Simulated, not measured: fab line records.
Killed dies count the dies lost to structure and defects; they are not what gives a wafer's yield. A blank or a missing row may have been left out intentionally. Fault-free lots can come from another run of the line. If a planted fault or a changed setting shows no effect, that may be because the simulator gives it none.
fab line records -- flow n5-finfet -- part 2 of 2: steps 26 to 33 of 33
record lots=5, wafers=15, last-day=19
route steps=1938 shown BEOL_M9@1463 BEOL_M10@1470
lots that met no fault: from a run of the same line without faults
start-h: start of the lot's first displayed wafer, in hours after the record's first day -- wait-h: hours elapsed since this lot's preceding step -- " same as the row above -- L1.1+2: a row that stands for several wafers -- - either no value or no given start -- * or withheld: withheld -- < > ~ a bound
route shown NAME@n: a module of which the file shows steps, and the number in the route of the first -- usual: average and standard deviation across the fault-free wafers -- same: alike in all rows -- chamber/n: place in a boat -- sites: each site's reading -- _std_site: standard deviation across them -- _edge_site: the outer-site mean with the inner-site mean subtracted -- radius-mm: for every site, how far away it sits from the centre of the wafer -- mask NAME#n: copy n -- behind: the last tool/chamber to shape the wafer -- hold: why the lot went on hold/how many hours it stayed there/how the hold came to an end -- device: whichever transistor did not switch (one of n, p or np) -- end of line: at the end of the route, the tests of the same wafers -- a step given without rows: its recipe and nothing more -- killed: not the wafer's yield, but the dies lost to structure and defects at the first sort -- map: a wafer's dies, marking killed ones x, the rest . and places with no die _
set.NAME: the run value of the setting; set.NAME@STEP: its run value at that earlier step -- model.NAME: the simulator's own value behind a step, which no gauge read
lots at some steps of the route; a table a step, a row a wafer
services: when a tool's chamber went out of use (start-h, in hours from the record's first day, below 0 if earlier), for how many hours, and the reason
## steps
# step N5_BEOL_M10_ETCH_62
# recipe chemistry=N2/H2, target=SOC, target-depth-a=1100, overetch-a=220, mask-material=SiARC, temp-c=40, time-s=165, ion-energy-ev=200, pressure-mtorr=30, source-w=840, bias-w=150, n2-flow-sccm=200, h2-flow-sccm=200
# usual drypump-motor-current-A=5.8/0.42, n2-flow-sccm=199.9/0.63, oes-product-au=0.67/0.06, rf-vpp-V=524.4/2.5, showerhead-plenum-p-Torr=2.57/0.088, throttle-valve-pct=17.88/0.2
lot.wafer,tool,chamber,start-h,wait-h,drypump-motor-current-A,n2-flow-sccm,oes-product-au,rf-hours-counter-h,rf-vpp-V,showerhead-plenum-p-Torr,throttle-valve-pct
L078.1,rie-diel-02,0,281.16,0.0,6.3,200.7,0.70,78,528.4,2.67,17.57
L078.4,rie-diel-02,1,281.16,0.0,5.4,199.4,0.69,82,524.6,2.57,17.63
L078.5,rie-diel-02,2,281.16,0.0,5.5,200.3,0.65,-,525.9,2.65,17.93
L090.1,rie-diel-03,2,347.77,0.0,5.2,200.9,0.68,80,525.2,2.57,17.61
L090.4,rie-diel-03,3,347.77,0.0,5.9,198.9,0.71,65,525.5,2.58,17.94
L090.5,rie-diel-03,2,347.77,0.0,5.2,199.4,0.69,-,525.1,2.57,17.58
L093.1,rie-diel-03,1,362.69,0.0,5.5,199.1,0.73,45,524.2,2.59,17.81
L093.3,rie-diel-03,0,362.69,0.0,5.5,200.3,0.57,243,524.4,2.49,18.13
L093.5,rie-diel-03,0,362.69,0.0,5.5,200.3,0.57,-,523.1,2.49,18.11
L092.2,rie-diel-02,2,362.92,0.0,5.5,200.2,0.63,160,526.2,2.64,17.97
L092.4,rie-diel-02,0,362.92,0.0,6.3,200.2,0.67,112,526.1,2.65,17.63
L092.5,rie-diel-02,1,362.92,0.0,5.3,199.4,0.66,-,524.6,2.56,17.68
L096.1,rie-diel-05,2,389.97,0.0,6.6,200.2,0.66,122,521.5,2.44,18.02
L096.3,rie-diel-05,0,389.97,0.0,5.7,199.2,0.81,10,525.9,2.62,17.73
L096.4,rie-diel-05,3,389.97,0.0,5.4,199.0,0.76,20,524.8,2.61,17.69
# step N5_BEOL_M10_STRIP_68
# recipe chemistry=N2/H2, temp-c=40, n2-flow-sccm=200, h2-flow-sccm=200, rf-frequency-hz=6e+07
lot.wafer,tool,chamber,start-h,wait-h
L078.1+4+5,rie-diel-02,"0,1,2",281.30,0.1
L090.1+4+5,rie-diel-03,"2,3,2",347.91,0.1
L093.1+3+5,rie-diel-03,"1,0,0",362.83,0.1
L092.2+4+5,rie-diel-02,"2,0,1",363.05,0.1
L096.1+3+4,rie-diel-05,"2,0,3",390.11,0.1
# step N5_BEOL_M10_STRIP_67
# recipe chemistry=CF4, resist=SiARC, power-w=300, bias-power-w=75, pressure-mtorr=50, cf4-flow-sccm=150, rf-frequency-hz=6e+07
# usual drypump-motor-current-A=5.8/0.41, oes-product-au=0.79/0.071, power-w=300.0/0.95, rf-vpp-V=271.5/1.4, showerhead-plenum-p-Torr=1.80/0.053, throttle-valve-pct=13.58/0.17
lot.wafer,tool,chamber,start-h,wait-h,drypump-motor-current-A,oes-product-au,power-w,rf-hours-counter-h,rf-vpp-V,showerhead-plenum-p-Torr,throttle-valve-pct
L078.1,rie-diel-02,0,281.31,0.0,6.2,0.82,299.5,78,273.0,1.86,13.41
L078.4,rie-diel-02,1,281.31,0.0,5.4,0.81,299.8,82,271.9,1.83,13.36
L078.5,rie-diel-02,2,281.31,0.0,5.5,0.77,299.8,-,272.8,1.84,13.50
L090.1,rie-diel-03,2,347.92,0.0,5.2,0.81,301.7,80,271.2,1.81,13.42
L090.4,rie-diel-03,3,347.92,0.0,5.9,0.84,298.5,65,271.3,1.82,13.65
L090.5,rie-diel-03,2,347.92,0.0,5.2,0.82,299.2,-,272.0,1.81,13.43
L093.1,rie-diel-03,1,362.84,0.0,5.5,0.86,299.7,45,271.6,1.83,13.54
L093.3,rie-diel-03,0,362.84,0.0,5.5,0.67,300.3,243,269.4,1.75,13.84
L093.5,rie-diel-03,0,362.84,0.0,5.5,0.67,300.9,-,272.5,1.75,13.82
L092.2,rie-diel-02,2,363.06,0.0,5.5,0.74,300.3,160,273.2,1.83,13.56
L092.4,rie-diel-02,0,363.06,0.0,6.2,0.79,302.4,112,272.7,1.85,13.48
L092.5,rie-diel-02,1,363.06,0.0,5.4,0.77,299.9,-,270.0,1.82,13.46
L096.1,rie-diel-05,2,390.12,0.0,6.6,0.78,301.9,122,270.4,1.74,13.78
L096.3,rie-diel-05,0,390.12,0.0,5.7,0.97,298.1,10,268.6,1.82,13.15
L096.4,rie-diel-05,3,390.12,0.0,5.4,0.91,302.1,20,271.2,1.85,13.50
# step N5_BEOL_M10_HM_OPEN_17
# recipe chemistry=Cl2/BCl3, target-depth-a=200, overetch-a=60, target=TiN, mask-material=SOC, ion-energy-ev=150, pressure-mtorr=10, icp-w=1000, bias-w=126, Cl2_flow_sccm=53.25, bcl3-flow-sccm=21.75, Ar_flow_sccm=25
# usual bcl3-flow-sccm=21.75/0.066, drypump-motor-current-A=5.6/0.43, oes-product-au=0.65/0.093, throttle-valve-pct=21.99/0.23
lot.wafer,tool,chamber,start-h,wait-h,bcl3-flow-sccm,drypump-motor-current-A,oes-product-au,rf-hours-counter-h,throttle-valve-pct
L078.1,rie-metal-03,1,281.36,0.0,21.82,6.2,0.74,17,21.83
L078.4,rie-metal-03,1,281.36,0.0,21.81,6.2,0.74,-,21.83
L078.5,rie-metal-03,1,281.36,0.0,21.75,6.2,0.73,-,21.84
L090.1,rie-metal-03,1,347.96,0.0,21.80,6.2,0.71,26,21.85
L090.4,rie-metal-03,1,347.96,0.0,21.77,6.2,0.71,-,21.87
L090.5,rie-metal-03,1,347.96,0.0,21.69,6.2,0.72,-,21.85
L093.1,rie-metal-02,0,362.88,0.0,21.67,5.1,0.55,90,22.36
L093.3,rie-metal-02,1,362.88,0.0,21.80,5.3,0.73,-,22.03
L093.5,rie-metal-02,1,362.88,0.0,21.76,5.3,0.72,-,22.04
L092.2,rie-metal-02,0,363.11,0.0,21.80,5.1,0.57,90,22.37
L092.4,rie-metal-02,0,363.11,0.0,21.79,5.1,0.56,-,22.37
L092.5,rie-metal-02,0,363.11,0.0,21.76,5.1,0.57,-,22.35
L096.1,rie-metal-01,0,390.16,0.0,21.86,5.9,0.78,5,21.90
L096.3,rie-metal-01,0,390.16,0.0,21.86,5.9,0.79,-,21.88
L096.4,rie-metal-01,1,390.16,0.0,21.69,6.1,0.57,-,21.74
# step N5_BEOL_M10_STRIP_19
# recipe chemistry=O2, power-w=400, temp-c=40, pressure-mtorr=30, rf-frequency-hz=6e+07, bias-power-w=0, overash-fraction=0.2, o2-flow-sccm=225
# usual drypump-motor-current-A=5.7/0.39, oes-product-au=0.80/0.088, rf-vpp-V=3.7/0.56, showerhead-plenum-p-Torr=2.11/0.07, throttle-valve-pct=16.73/0.2
lot.wafer,tool,chamber,start-h,wait-h,drypump-motor-current-A,oes-product-au,rf-hours-counter-h,rf-vpp-V,showerhead-plenum-p-Torr,throttle-valve-pct
L078.1,rie-diel-03,3,281.53,0.1,5.9,0.88,43,3.5,2.13,16.75
L078.4,rie-diel-03,2,281.53,0.1,5.2,0.83,55,4.2,2.11,16.35
L078.5,rie-diel-03,1,281.53,0.1,5.5,0.96,-,3.4,2.15,16.61
L090.1,rie-diel-03,1,348.16,0.2,5.4,0.89,41,3.2,2.14,16.68
L090.4,rie-diel-03,2,348.16,0.2,5.2,0.81,80,3.6,2.10,16.40
L090.5,rie-diel-03,1,348.16,0.2,5.4,0.91,-,3.3,2.14,16.66
L093.1,rie-diel-03,1,363.23,0.3,5.4,0.88,45,3.1,2.14,16.69
L093.3,rie-diel-03,3,363.23,0.3,5.9,0.83,70,3.0,2.12,16.80
L093.5,rie-diel-03,2,363.23,0.3,5.2,0.80,-,4.2,2.10,16.39
L092.2,rie-diel-02,3,363.25,0.1,5.6,0.94,9,2.9,2.24,16.62
L092.4,rie-diel-02,0,363.25,0.1,6.2,0.79,113,4.5,2.22,16.79
L092.5,rie-diel-02,2,363.25,0.1,5.5,0.74,-,4.4,2.17,16.73
L096.1,rie-diel-05,2,390.27,0.1,6.6,0.77,122,2.9,2.04,16.96
L096.3,rie-diel-05,3,390.27,0.1,5.4,0.92,20,3.7,2.16,16.63
L096.4,rie-diel-05,1,390.27,0.1,5.9,0.77,129,3.9,1.99,16.65
# step N5_BEOL_M10_CD_MEAS_18
# recipe pitch-nm=140, target-cd-nm=70
# usual cd-nm=70.2/0.96
lot.wafer,tool,chamber,start-h,wait-h,cd-nm
L078.1,cd-sem-02,-,281.60,0.0,69.0
L078.4,cd-sem-02,-,281.60,0.0,71.6
L078.5,cd-sem-02,-,281.60,0.0,69.4
L090.1,cd-sem-02,-,348.23,0.0,70.9
L090.4,cd-sem-02,-,348.23,0.0,70.5
L090.5,cd-sem-02,-,348.23,0.0,71.4
L093.1,cd-sem-03,-,363.30,0.0,70.9
L093.3,cd-sem-03,-,363.30,0.0,69.5
L093.5,cd-sem-03,-,363.30,0.0,69.9
L092.2,cd-sem-02,-,363.32,0.1,69.8
L092.4,cd-sem-02,-,363.32,0.1,70.6
L092.5,cd-sem-02,-,363.32,0.1,70.5
L096.1,cd-sem-02,-,390.34,0.0,69.9
L096.3,cd-sem-02,-,390.34,0.0,69.9
L096.4,cd-sem-02,-,390.34,0.0,70.9
# step N5_BEOL_M10_COAT_63
# recipe resist=SOC, temp-c=250, time-s=60, spin-rpm=1500, resist-thk-nm=100
lot.wafer,tool,chamber,start-h,wait-h
L078.1+4+5,litho-track-04,0,282.78,1.2
L090.1+4+5,litho-track-03,0,348.28,0.0
L093.1+3+5,litho-track-01,0,363.35,0.1
L092.2+4+5,litho-track-01,0,363.41,0.1
L096.1+3+4,litho-track-01,0,390.37,0.0
# step N5_BEOL_M10_COAT_64
# recipe resist=SiARC, temp-c=220, time-s=60, spin-rpm=1500, resist-thk-nm=30
lot.wafer,tool,chamber,start-h,wait-h
L078.1+4+5,litho-track-04,0,-,-
L090.1+4+5,litho-track-03,0,-,-
L093.1+3+5,litho-track-01,0,-,-
L092.2+4+5,litho-track-01,0,-,-
L096.1+3+4,litho-track-01,0,-,-
## services
tool,chamber,start-h,hours,kind
arfi-scanner-01,-,255.21,0.3,repair
uv-cure-03,-,266.87,3.1,repair
cmp-02,-,272.20,4.0,pm
rie-metal-02,-,272.34,0.1,repair
rie-metal-03,-,273.15,2.8,pm
arfi-scanner-03,-,276.26,6.0,pm
pecvd-04,0,279.23,9.4,repair
cmp-01,-,283.05,0.8,repair
arfi-scanner-01,-,289.61,0.8,pm
rie-diel-05,3,293.58,5.8,repair
pecvd-01,1,296.34,4.4,repair
rie-diel-03,-,299.69,0.3,repair
uv-cure-03,-,304.21,7.5,pm
pecvd-04,-,309.12,3.2,repair
pecvd-01,-,326.67,1.6,repair
pecvd-03,-,332.55,0.9,repair
pecvd-03,-,334.37,1.9,repair
arfi-scanner-01,-,335.48,1.3,pm
rie-diel-02,2,340.01,10.3,repair
cmp-02,-,341.61,2.4,repair
pecvd-04,0,346.67,22.1,repair
rie-metal-03,-,353.49,6.1,repair
rie-diel-05,3,359.97,5.1,repair
rie-metal-02,-,372.18,28.1,pm
